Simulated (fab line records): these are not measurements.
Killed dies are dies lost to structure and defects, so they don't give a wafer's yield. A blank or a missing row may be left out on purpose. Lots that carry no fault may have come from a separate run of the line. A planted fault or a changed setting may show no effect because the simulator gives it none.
One fault seen from 2 desks ; flow n5_finfet ; numbers are kept per desk, each desk with only its own; the story behind them comes last

== FOR THE TOOL OWNER'S DESK: rie_diel-01 ==
The tool's own readings at N5_BEOL_M6_ETCH_41 (etches SiCN in CH3F/O2, target depth 29.7 nm, time 52 s): means of the sampled wafers that have a number, for each lot that ran on this tool. Any lot whose mean is over 4 standard deviations away from the usual mean is out of limits and marked OUT; that distance is given in the brackets.
Columns: A = CH3F_flow_sccm at N5_BEOL_M6_ETCH_41, usual 30.01 sccm; B = O2_flow_sccm at N5_BEOL_M6_ETCH_41, usual 20.01 sccm; C = drypump_motor_current_A at N5_BEOL_M6_ETCH_41, usual 6.0 A; D = oes_product_au at N5_BEOL_M6_ETCH_41, usual 0.79 a.u.; E = rf_vpp_V at N5_BEOL_M6_ETCH_41, usual 298.1 V; F = showerhead_plenum_p_Torr at N5_BEOL_M6_ETCH_41, usual 2.04 Torr; G = throttle_valve_pct at N5_BEOL_M6_ETCH_41, usual 16.24 %
lot;first seen here;A;B;C;D;E;F;G
L911;day 12 22:27;30.05;19.96;6.3;0.75;299.3;2.06;16.28
L909;day 13 03:31;29.93;20.01;6.0;0.87;297.3;2.00;16.19
L919;day 15 06:19;29.96;20.01;6.1;1.01;296.6;2.00;16.23
L921;day 15 08:14;30.02;20.04;6.0;0.84;296.6;1.96;16.22
This desk found nothing out of limits on any of the 4 lots.

== THE METROLOGY DESK ==
Means of the sampled wafers that have a number, per lot and without regard to the tool the lot ran on: this is what the gauges read. Any lot whose mean is over 4 standard deviations away from the usual mean is out of limits and marked OUT; that distance is given in the brackets.
Columns: A = cd_nm at N5_BEOL_M6_CD_MEAS_35, usual 40.0 nm
lot;first seen here;A
L911;day 12 22:44;41.7
L909;day 13 03:47;40.0
L913;day 13 11:16;41.1
L919;day 15 06:36;39.5
L921;day 15 08:32;39.2
L926;day 16 06:53;40.0
L928;day 17 11:52;40.6
L929;day 17 22:05;40.7
L930;day 17 22:48;40.8
L931;day 18 02:50;41.8
L932;day 18 12:01;40.4
This desk found nothing out of limits on any of the 11 lots.

== PUT TOGETHER ==
The desk of the tool owner found nothing out of limits.
Nothing out of limits was seen by the metrology desk.

== WHAT WAS PUT IN BY THE SIMULATOR ==
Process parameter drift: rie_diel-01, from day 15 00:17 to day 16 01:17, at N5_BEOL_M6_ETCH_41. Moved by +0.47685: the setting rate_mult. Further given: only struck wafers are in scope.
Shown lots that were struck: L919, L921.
